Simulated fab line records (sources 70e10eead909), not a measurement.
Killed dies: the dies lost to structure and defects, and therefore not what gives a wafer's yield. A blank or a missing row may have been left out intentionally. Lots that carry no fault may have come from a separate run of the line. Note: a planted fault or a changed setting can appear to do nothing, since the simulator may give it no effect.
Chamber matching | flow nand-harc | NHARC_P_CONTACT_STRIP_28 on rie-diel-02: 4 sister chambers
The step strips in O2. 36 wafers are shown with their chamber, then 12 later ones without.

== WAFERS, EACH WITH ITS CHAMBER ==
wafer  | chamber | drypump-motor-current-A (A) | oes-product-au (a.u.) | rf-vpp-V (V)
L074.1 | 3       | 6.6                         | 0.986                 | 56.7
L074.3 | 1       | 5.9                         | 0.988                 | 56.9
L074.4 | 0       | 5.9                         | 0.986                 | 58.4
L076.1 | 0       | 5.8                         | 0.984                 | 56.8
L076.2 | 1       | 5.9                         | 0.996                 | 56.5
L076.5 | 0       | 5.8                         | 0.998                 | 58.3
L075.2 | 3       | 6.6                         | 1.003                 | 56.5
L075.5 | 1       | 5.9                         | 0.995                 | 58.2
L075.6 | 2       | 5.6                         | 0.997                 | 58.3
L079.1 | 2       | 5.6                         | 1.001                 | 58.8
L079.3 | 3       | 6.6                         | 0.987                 | 58.4
L079.5 | 0       | 5.8                         | 0.987                 | 57.1
L080.4 | 0       | 5.8                         | 0.984                 | 57.6
L080.5 | 2       | 5.6                         | 0.994                 | 57.8
L080.6 | 3       | 6.6                         | 0.987                 | 58.3
L083.1 | 1       | 5.8                         | 0.976                 | 57.9
L083.4 | 3       | 6.6                         | 0.987                 | 58.0
L083.5 | 3       | 6.6                         | 0.985                 | 57.3
L084.1 | 0       | 5.8                         | 0.992                 | 57.3
L084.3 | 3       | 6.6                         | 0.992                 | 57.8
L084.6 | 3       | 6.6                         | 0.994                 | 57.5
L086.2 | 2       | 5.6                         | 1.013                 | 58.1
L086.3 | 1       | 5.9                         | 0.986                 | 57.7
L086.4 | 0       | 5.8                         | 0.984                 | 56.8
L087.2 | 0       | 5.8                         | 0.990                 | 56.9
L087.4 | 2       | 5.6                         | 1.010                 | 58.5
L087.5 | 1       | 5.9                         | 0.979                 | 58.0
L088.3 | 0       | 5.8                         | 0.989                 | 57.5
L088.5 | 2       | 5.6                         | 1.000                 | 58.2
L088.6 | 3       | 6.6                         | 0.995                 | 57.6
L089.1 | 0       | 5.8                         | 0.982                 | 56.0
L089.4 | 1       | 5.9                         | 0.980                 | 56.9
L089.6 | 1       | 5.9                         | 0.977                 | 56.4
L090.1 | 3       | 6.6                         | 0.986                 | 56.8
L090.3 | 1       | 5.9                         | 0.985                 | 57.4
L090.6 | 3       | 6.6                         | 0.989                 | 58.5

SIGNATURES (means of the wafers above)
reading                 | chamber 0 | chamber 1 | chamber 2 | chamber 3 | scatter within a chamber
drypump-motor-current-A | 5.810     | 5.889     | 5.600     | 6.600     | 0.0236
oes-product-au          | 0.98760   | 0.98467   | 1.00250   | 0.99009   | 0.00618
rf-vpp-V                | 57.270    | 57.322    | 58.283    | 57.582    | 0.657
Rule: for each reading, subtract the chamber's mean from the wafer's reading, divide by that reading's scatter and square the result; add these up over the readings and take the root, which gives the wafer's distance from the chamber. The wafer belongs to the nearest chamber; if the next one is less than 2 further off, it can't be placed. The scatter is the square root of a quotient: the sum, over the shown wafers, of each reading's squared deviation from its chamber's mean, divided by wafers minus chambers.

== WAFERS WITHOUT THEIR CHAMBER ==
wafer  | drypump-motor-current-A (A) | oes-product-au (a.u.) | rf-vpp-V (V)
L092.2 | 6.7                         | 0.998                 | 58.6
L092.5 | 5.6                         | 1.004                 | 56.5
L092.6 | 5.9                         | 1.000                 | 57.4
L093.1 | 5.6                         | 1.017                 | 58.3
L093.3 | 6.6                         | 0.996                 | 57.5
L093.5 | 5.9                         | 0.998                 | 56.0
L094.2 | 5.9                         | 0.980                 | 57.6
L094.3 | 6.6                         | 0.990                 | 57.5
L094.4 | 5.6                         | 1.014                 | 56.5
L095.1 | 5.9                         | 0.987                 | 56.5
L095.2 | 6.6                         | 0.987                 | 57.3
L095.6 | 6.6                         | 0.988                 | 57.3

== THE CHAMBER EACH PASSED THROUGH ==
wafer  | from the rows above     | in truth
L092.2 | 3                       | 3
L092.5 | 2                       | 2
L092.6 | can't be placed: 1 or 0 | 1
L093.1 | 2                       | 2
L093.3 | 3                       | 3
L093.5 | can't be placed: 1 or 0 | 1
L094.2 | 1                       | 1
L094.3 | 3                       | 3
L094.4 | 2                       | 2
L095.1 | 1                       | 1
L095.2 | 3                       | 3
L095.6 | 3                       | 3
Placed correctly: 10 of 12. Unplaceable from these rows: 2, with the true chamber sitting among the candidates in 2. Wrongly placed: 0.
